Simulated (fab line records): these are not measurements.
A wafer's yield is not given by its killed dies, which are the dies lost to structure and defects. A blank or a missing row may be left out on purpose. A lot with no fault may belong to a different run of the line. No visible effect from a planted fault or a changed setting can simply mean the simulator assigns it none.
Chamber matching || flow n5 finfet || ald hk-03 running N5_MIM_TOP_ALD_00: 4 sister chambers
The step deposits Al2O3, purge time 3 s, co reactant pulse time 3 s. 4 wafers are shown with their chamber, then 10 later ones without.

EACH WAFER AND ITS CHAMBER
{"wafer": "L084.3", "chamber": 2, "precursor pulse height rel": 1.000}
{"wafer": "L084.5", "chamber": 0, "precursor pulse height rel": 0.999}
{"wafer": "L086.1", "chamber": 3, "precursor pulse height rel": 1.018}
{"wafer": "L086.5", "chamber": 1, "precursor pulse height rel": 0.979}

WAFERS WITHOUT THEIR CHAMBER
{"wafer": "L086.6", "precursor pulse height rel": 1.026}
{"wafer": "L089.2", "precursor pulse height rel": 0.971}
{"wafer": "L089.5", "precursor pulse height rel": 0.970}
{"wafer": "L089.6", "precursor pulse height rel": 1.004}
{"wafer": "L091.1", "precursor pulse height rel": 1.031}
{"wafer": "L091.2", "precursor pulse height rel": 1.010}
{"wafer": "L091.3", "precursor pulse height rel": 1.009}
{"wafer": "L094.1", "precursor pulse height rel": 1.011}
{"wafer": "L094.5", "precursor pulse height rel": 1.010}
{"wafer": "L094.6", "precursor pulse height rel": 0.976}

WHICH CHAMBER EACH ONE RAN IN
{"wafer": "L086.6", "from the rows above": 3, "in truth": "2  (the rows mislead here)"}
{"wafer": "L089.2", "from the rows above": 1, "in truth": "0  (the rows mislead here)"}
{"wafer": "L089.5", "from the rows above": 1, "in truth": 1}
{"wafer": "L089.6", "from the rows above": "can't be placed: 2 or 0 or 3", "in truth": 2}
{"wafer": "L091.1", "from the rows above": 3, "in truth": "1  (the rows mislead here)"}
{"wafer": "L091.2", "from the rows above": "can't be placed: 3 or 2 or 0", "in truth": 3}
{"wafer": "L091.3", "from the rows above": "can't be placed: 2 or 3 or 0", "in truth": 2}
{"wafer": "L094.1", "from the rows above": "can't be placed: 3 or 2 or 0", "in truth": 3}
{"wafer": "L094.5", "from the rows above": "can't be placed: 3 or 2 or 0", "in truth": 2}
{"wafer": "L094.6", "from the rows above": 1, "in truth": 1}
Placed correctly: 2 of 10. Can't be placed from these rows: 5 (the true chamber is among the candidates in 5). 3 placed wrongly.
How it was worked out, from the rows above alone: a wafer's distance from a chamber is the root of the sum, over the readings, of the square of ((its reading less the chamber's mean) divided by the reading's scatter). The wafer belongs to the nearest chamber; if the next one is less than 2 further off, it can't be placed. The mean given for a chamber averages the wafers shown for that chamber. The scatter (one wafer shown for each chamber): square how far every hidden wafer sits from the nearest shown wafer, average those squares and take the square root.
